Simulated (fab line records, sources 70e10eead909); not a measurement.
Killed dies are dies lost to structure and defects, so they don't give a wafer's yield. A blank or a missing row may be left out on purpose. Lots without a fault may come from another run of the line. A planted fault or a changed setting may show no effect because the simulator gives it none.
fab line records | flow nand_harc
record lots=13 wafers=39 last_day=33
route steps=1302 shown A_CHANNEL_FILL_D1@498 THIN_TSV@1246 END@1302
lots that met no fault: from a run of the same line without faults
start_h: hours from the record's first day to the start of the lot's first wafer shown | wait_h: hours since the lot's step before | " the same as in the row above | L1.1+2: a row that stands for several wafers | - no value, or no start given | * or withheld: withheld | < > ~ a bound
route shown NAME@n: a module of which the file shows steps, and the number in the route of the first | usual: mean/standard deviation of fault-free wafers | same: alike in all rows | chamber/n: place in a boat | sites: the reading at each site | _std_site: their standard deviation | _edge_site: outer sites' mean less inner sites' | radius_mm: how far each site lies from the wafer's centre | mask NAME#n: copy n | behind: the tool/chamber that last shaped the wafer | hold: why the lot was held/for how many hours/how that ended | device: the transistor (n, p or np) that didn't switch | end of line: the same wafers' tests at the end of the route | a step without rows: its recipe alone | killed: dies lost to structure and defects at the first sort, not the wafer's yield | map: a wafer's dies, x killed, . not, _ none there
set.NAME: the setting as run; set.NAME@STEP: as run at that earlier step | model.NAME: the simulator's own value behind a step, which no gauge read
steps of the route over a sample of lots; a table a step, a row a wafer
services: from which hour (start_h, from the record's first day; less than 0 if before it) a tool's chamber was out of use, for how many hours, and why
## steps
# step NHARC_A_CHANNEL_FILL_D1_CVD_18
# recipe target_thk_a=30 temp_c=550 material=poly-Si
# usual zone_power_top_pct=15.1/1.2
# columns lot.wafer tool chamber start_h wait_h zone_power_top_pct
L198.1 lpcvd_poly-03 0 210.48 - 16.1
L198.3 " 0 " " 15.9
L198.4 " 0 " " 16.0
L199.3 lpcvd_poly-02 0 235.04 - 14.3
L199.4 " 0 " " 14.5
L199.6 " 0 " " 14.3
L200.1 lpcvd_poly-02 0 235.04 - 14.3
L200.2 " 0 " " 14.3
L200.3 " 0 " " 14.2
L201.1 lpcvd_poly-02 0 235.04 - 14.5
L201.2 " 0 " " 14.2
L201.5 " 0 " " 14.2
L202.2 lpcvd_poly-02 0 257.02 - 14.1
L202.3 " 0 " " 14.0
L202.6 " 0 " " 14.3
L203.2 lpcvd_poly-02 0 257.02 - 14.1
L203.3 " 0 " " 14.3
L203.5 " 0 " " 14.3
L204.1 lpcvd_poly-03 0 270.71 - 16.1
L204.3 " 0 " " 15.9
L204.6 " 0 " " 16.0
L206.1 lpcvd_poly-02 0 297.48 - 14.4
L206.4 " 0 " " 14.6
L206.5 " 0 " " 14.4
L213.2 lpcvd_poly-02 0 359.51 - 14.4
L213.5 " 0 " " 13.9
L213.6 " 0 " " 14.4
L214.1 lpcvd_poly-02 0 379.10 - 14.5
L214.4 " 0 " " 14.4
L214.5 " 0 " " 14.2
L217.1 lpcvd_poly-03 0 422.88 - 15.7
L217.2 " 0 " " 15.8
L217.3 " 0 " " 15.9
L218.1 lpcvd_poly-03 0 422.88 - 15.8
L218.2 " 0 " " 16.0
L218.3 " 0 " " 15.9
L221.1 lpcvd_poly-03 0 442.22 - 16.1
L221.5 " 0 " " 16.2
L221.6 " 0 " " 16.0
# step NHARC_THIN_TSV_THK_MEAS_02
# recipe thk_meas_gauge=ir
# usual thk_nm=3041/230
# columns lot.wafer tool chamber start_h wait_h thk_nm
L198.1 film_metro-02 - 551.25 - 2731
L198.3 " - " " 2952
L198.4 " - " " 3321
L200.1 film_metro-02 - 559.12 - 3493
L200.2 " - " " 3508
L200.3 " - " " 3676
L199.3 film_metro-01 - 560.34 - 3219
L199.4 " - " " 3190
L199.6 " - " " 3110
L201.1 film_metro-01 - 568.86 0.2 3098
L201.2 " - " " 2683
L201.5 " - " " 2972
L203.2 film_metro-02 - 580.42 - 2882
L203.3 " - " " 2806
L203.5 " - " " 3108
L202.2 film_metro-02 - 593.73 - 2827
L202.3 " - " " 3240
L202.6 " - " " 3036
L204.1 film_metro-01 - 601.72 - 2612
L204.3 " - " " 2735
L204.6 " - " " 2951
L206.1 film_metro-01 - 658.26 0.2 3140
L206.4 " - " " 2979
L206.5 " - " " 2946
L213.2 film_metro-01 - 691.92 - 2608
L213.5 " - " " 2889
L213.6 " - " " 2835
L214.1 film_metro-02 - 718.65 - 2784
L214.4 " - " " 2864
L214.5 " - " " 2964
L218.1 film_metro-02 - 756.36 0.2 3050
L218.2 " - " " 2793
L218.3 " - " " 2882
L217.1 film_metro-01 - 773.64 0.2 3193
L217.2 " - " " 3150
L217.3 " - " " 3378
L221.1 film_metro-02 - 774.83 0.2 2986
L221.5 " - " " 2842
L221.6 " - " " 3072
# step NHARC_THIN_TSV_ETCHBACK_48
# recipe target_depth_a=10285 over_etch_frac=0.3 time_s=405.17 ion_energy_ev=250 c4f8_flow_sccm=withheld ar_flow_sccm=withheld rf_w=600 bias_w=300 chemistry=C4F8/Ar
# usual bias_w=300.0/0.89 oes_product_au=0.95/0.033 rf_vpp_V=549.5/1.8
# columns lot.wafer tool chamber start_h wait_h bias_w oes_product_au rf_hours_counter_h rf_vpp_V
L198.1 rie_diel-09 1 554.53 - 298.6 0.91 1 548.6
L198.3 " 2 " " 301.1 0.92 1 547.3
L198.4 " 3 " " 299.5 0.93 1 545.5
L200.1 rie_diel-08 1 562.41 - 301.1 0.95 0 550.2
L200.2 " 3 " " 299.5 0.94 1 551.5
L200.3 " 0 " " 298.5 0.95 0 548.2
L199.3 rie_diel-05 3 563.68 - 300.8 0.92 10 550.5
L199.4 " 2 " " 299.8 0.92 11 551.5
L199.6 " 0 " " 298.9 0.94 - 547.9
L201.2 rie_diel-08 3 572.17 - 299.6 0.99 1 550.4
L201.1 " 1 " " 299.2 1.00 1 550.0
L201.5 " 0 " " 300.3 1.00 - 548.4
L203.2 rie_diel-08 2 583.70 - 299.9 0.99 1 548.6
L203.3 " 3 " " 297.6 0.97 1 549.3
L203.5 " 2 " " 300.9 0.98 - 549.4
L202.3 rie_diel-05 3 597.21 - 299.0 0.99 0 549.6
L202.2 " 1 " " 298.9 0.99 0 550.5
L202.6 " 2 " " 300.5 0.99 - 551.1
L204.1 rie_diel-05 0 604.90 - 300.3 0.98 1 547.3
L204.3 " 1 " " 300.9 0.99 1 548.0
L204.6 " 1 " " 300.3 0.99 - 550.2
L206.1 rie_diel-08 0 661.61 - 299.4 0.92 5 548.3
L206.4 " 2 " " 299.8 0.94 5 550.4
L206.5 " 0 " " 299.7 0.93 - 546.0
L213.2 rie_diel-09 2 695.22 - 300.6 1.00 0 546.5
L213.5 " 0 " " 300.2 1.02 - 550.0
L213.6 " 1 " " 300.5 0.99 - 549.3
L214.4 rie_diel-05 0 721.83 - 298.8 0.93 7 546.8
L214.1 " 3 " " 301.4 0.93 7 550.5
L214.5 " 0 " " 298.9 0.93 - 550.2
L218.2 rie_diel-05 3 759.67 - 300.7 0.92 11 550.2
L218.1 " 1 " " 300.0 0.93 11 548.8
L218.3 " 2 " " 301.6 0.92 11 553.0
L217.3 rie_diel-05 1 777.09 - 300.4 0.97 1 550.5
L217.2 " 2 " " 299.0 0.97 1 550.5
L217.1 " 3 " " 300.2 0.95 1 551.1
L221.1 rie_diel-08 2 778.13 - 299.5 0.93 3 547.1
L221.5 " 2 " " 300.7 0.93 - 548.3
L221.6 " 3 " " 299.8 0.92 - 551.2
# step NHARC_THIN_TSV_DEGAS_49
# recipe temp_c=300 time_s=120
# usual heater_power_w=486/55
# columns lot.wafer tool chamber start_h wait_h heater_power_w
L198.3 pvd_sputter-03 - 555.06 0.1 479
L198.4 " - " " 405
L198.1 " - " " 415
L200.3 pvd_sputter-01 - 562.94 0.1 497
L200.2 " - " " 550
L200.1 " - " " 539
L199.4 pvd_sputter-03 - 564.23 0.1 403
L199.3 " - " " 478
L199.6 " - " " 416
L201.1 pvd_sputter-03 - 572.72 0.2 392
L201.2 " - " " 486
L201.5 " - " " 392
L203.2 pvd_sputter-03 - 584.49 0.2 415
L203.3 " - " " 481
L203.5 " - " " 422
L202.3 pvd_sputter-01 - 597.73 0.1 491
L202.2 " - " " 547
L202.6 " - " " 552
L204.3 pvd_sputter-01 - 605.47 0.1 572
L204.1 " - " " 484
L204.6 " - " " 485
L206.4 pvd_sputter-01 - 662.10 0.1 573
L206.1 " - " " 476
L206.5 " - " " 558
L213.2 pvd_sputter-01 - 695.69 0.1 541
L213.6 " - " " 477
L213.5 " - " " 494
L214.4 pvd_sputter-03 - 722.37 0.1 416
L214.1 " - " " 409
L214.5 " - " " 496
L218.1 pvd_sputter-01 - 760.37 0.1 554
L218.2 " - " " 563
L218.3 " - " " 479
L217.1 pvd_sputter-01 - 777.70 0.1 493
L217.2 " - " " 546
L217.3 " - " " 459
L221.1 pvd_sputter-02 - 778.67 0.1 466
L221.5 " - " " 456
L221.6 " - " " 566
# step NHARC_END_SORT_01
# recipe temp_c=25
# usual killed_at_array=50/17 killed_at_other=0.7/1 killed_at_periphery=3.4/2.4 killed_dies=54/17 killed_open=3.3/1.7 killed_short=2.5/1.6
# same gross_dies=677
# columns lot.wafer tool chamber start_h wait_h killed_at_array killed_at_other killed_at_periphery killed_dies killed_open killed_short
L200.1 prober-01 0 575.44 2.5 80 2 10 92 5 1
L200.2 prober-01 0 576.23 2.8 58 1 8 67 1 4
L200.3 prober-01 0 577.03 3.1 55 1 5 61 1 5
L213.2 prober-01 0 708.68 2.8 138 1 3 142 3 5
L213.5 prober-01 0 711.07 3.7 142 0 5 147 4 3
L213.6 prober-01 0 711.86 4.0 141 0 10 151 2 2
L214.1 prober-02 0 734.46 2.5 146 0 5 151 3 3
L214.4 prober-02 0 736.84 3.4 143 0 2 145 5 2
L214.5 prober-02 0 737.64 3.7 144 0 0 144 4 1
# killed by level:class
L200.1 A_CHANNEL_HOLE_D1:chamber_film_flake=24 A_SLIT:chamber_film_flake=22 A_CHANNEL_HOLE_D2:chamber_film_flake=19 P_STI:chamber_film_flake=4 A_STAIRCASE:chamber_film_flake=3 A_CHANNEL_FILL_D1:chamber_film_flake=3 A_DECK1_JOINT:chamber_film_flake=3 THIN_TSV:chamber_film_flake=2
L200.2 A_SLIT:chamber_film_flake=18 A_CHANNEL_HOLE_D1:chamber_film_flake=17 A_CHANNEL_HOLE_D2:chamber_film_flake=14 P_STI:chamber_film_flake=4 P_CONTACT:chamber_film_flake=2 A_STAIRCASE:chamber_film_flake=2 P_M0:geometric_particle:short=1 A_ONON_D1:geometric_particle:short=1
L200.3 A_SLIT:chamber_film_flake=20 A_CHANNEL_HOLE_D1:chamber_film_flake=12 A_CHANNEL_HOLE_D2:chamber_film_flake=11 P_STI:chamber_film_flake=2 A_CHANNEL_FILL_D1:chamber_film_flake=2 A_STAIRCASE:chamber_film_flake=2 P_M0:geometric_particle:short=1 A_SOURCE_PLATE:geometric_particle:short=1
L213.2 A_CHANNEL_FILL_D1:unspecified=105 A_CHANNEL_HOLE_D2:chamber_film_flake=14 A_CHANNEL_HOLE_D1:chamber_film_flake=4 A_WL_FILL:chamber_film_flake=3 A_CHANNEL_FILL_D1:geometric_particle:short=2 P_CONTACT:geometric_particle:short=1 A_ONON_D1:geometric_particle:short=1 A_CHANNEL_FILL_D1:geometric_particle:open=1
L213.5 A_CHANNEL_FILL_D1:unspecified=105 A_CHANNEL_HOLE_D2:chamber_film_flake=15 A_WL_FILL:chamber_film_flake=6 A_CHANNEL_HOLE_D1:chamber_film_flake=3 A_CHANNEL_FILL_D1:chamber_film_flake=3 A_SLIT:chamber_film_flake=3 P_CONTACT:geometric_particle:open=2 P_BONDPAD:chamber_film_flake=2
L213.6 A_CHANNEL_FILL_D1:unspecified=106 A_CHANNEL_HOLE_D2:chamber_film_flake=12 A_CHANNEL_HOLE_D1:chamber_film_flake=8 A_CONTACT:chamber_film_flake=5 P_STI:chamber_film_flake=2 P_CONTACT:chamber_film_flake=2 P_BONDPAD:chamber_film_flake=2 A_SLIT:chamber_film_flake=2
L214.1 A_CHANNEL_FILL_D1:unspecified=101 A_CHANNEL_HOLE_D2:chamber_film_flake=16 A_CHANNEL_HOLE_D1:chamber_film_flake=10 A_STAIRCASE:chamber_film_flake=6 P_STI:chamber_film_flake=5 A_CONTACT:chamber_film_flake=4 A_CHANNEL_FILL_D1:geometric_particle:open=2 A_CHANNEL_HOLE_D1:geometric_particle:short=1
L214.4 A_CHANNEL_FILL_D1:unspecified=105 A_CHANNEL_HOLE_D2:chamber_film_flake=13 A_CHANNEL_HOLE_D1:chamber_film_flake=5 A_STAIRCASE:chamber_film_flake=5 A_SLIT:chamber_film_flake=4 A_CONTACT:chamber_film_flake=4 A_CHANNEL_FILL_D1:geometric_particle:open=2 P_M0:geometric_particle:open=1
L214.5 A_CHANNEL_FILL_D1:unspecified=105 A_CHANNEL_HOLE_D2:chamber_film_flake=18 A_CHANNEL_HOLE_D1:chamber_film_flake=9 A_CONTACT:geometric_particle:open=2 A_CONTACT:chamber_film_flake=2 A_DECK1_JOINT:chamber_film_flake=2 A_SLIT:chamber_film_flake=2 A_CHANNEL_HOLE_D1:geometric_particle:open=1
## services
# columns tool chamber start_h hours kind
rie_diel-08 - 190.80 9.0 pm
rie_diel-05 0 196.38 14.9 repair
pvd_sputter-03 - 200.02 9.4 repair
lpcvd_poly-02 - 206.00 26.0 pm
rie_diel-08 1 209.40 4.4 repair
rie_diel-05 - 229.60 9.0 pm
pvd_sputter-01 - 230.00 10.0 pm
pvd_sputter-01 - 255.87 1.7 repair
pvd_sputter-01 - 309.50 5.4 repair
rie_diel-05 3 335.65 17.7 repair
pvd_sputter-01 - 362.60 2.2 repair
rie_diel-05 - 406.60 9.0 pm
pvd_sputter-01 - 408.00 10.0 pm
pvd_sputter-01 - 428.80 4.2 repair
rie_diel-05 - 534.97 0.2 repair
rie_diel-05 - 560.94 0.1 repair
rie_diel-05 - 583.60 9.0 pm
pvd_sputter-01 - 586.00 10.0 pm
lpcvd_poly-02 - 640.74 5.0 repair
rie_diel-05 0 660.61 9.7 repair
pvd_sputter-01 - 671.57 7.4 repair
rie_diel-05 0 751.37 33.0 repair
rie_diel-05 - 760.60 9.0 pm
pvd_sputter-01 - 764.00 10.0 pm
## key
first_sign step=NHARC_END_SORT_01 reading=killed_at_array direction=up sigmas=5.4 usual=50 struck=142
effect step=NHARC_END_SORT_01 reading=killed_dies direction=up sigmas=5.3 usual=54 struck=147
more_kills_born_at NHARC_A_CHANNEL_FILL_D1_CVD_18@lpcvd_poly-02=627
met_at NHARC_A_CHANNEL_FILL_D1_CVD_18
struck_lots L213,L214
tester_left_out L213,L214
not_acting_at NHARC_THIN_TSV_THK_MEAS_02,NHARC_THIN_TSV_ETCHBACK_48,NHARC_THIN_TSV_DEGAS_49
onset_between 297.48 359.51
fault kind=chamber_particle_source tool=lpcvd_poly-02 chamber=- onset_h=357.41 steps=NHARC_A_CHANNEL_FILL_D1_CVD_18 rate_per_visit_cm2=2.2062 end_h=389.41
# tester_left_out: of these lots the tester's yield and bins aren't shown, on N5 and GAA mostly nor the transistor test; their killed dies are dies lost to structure and defects alone, not to doping, threshold or leakage, so they don't give the yield
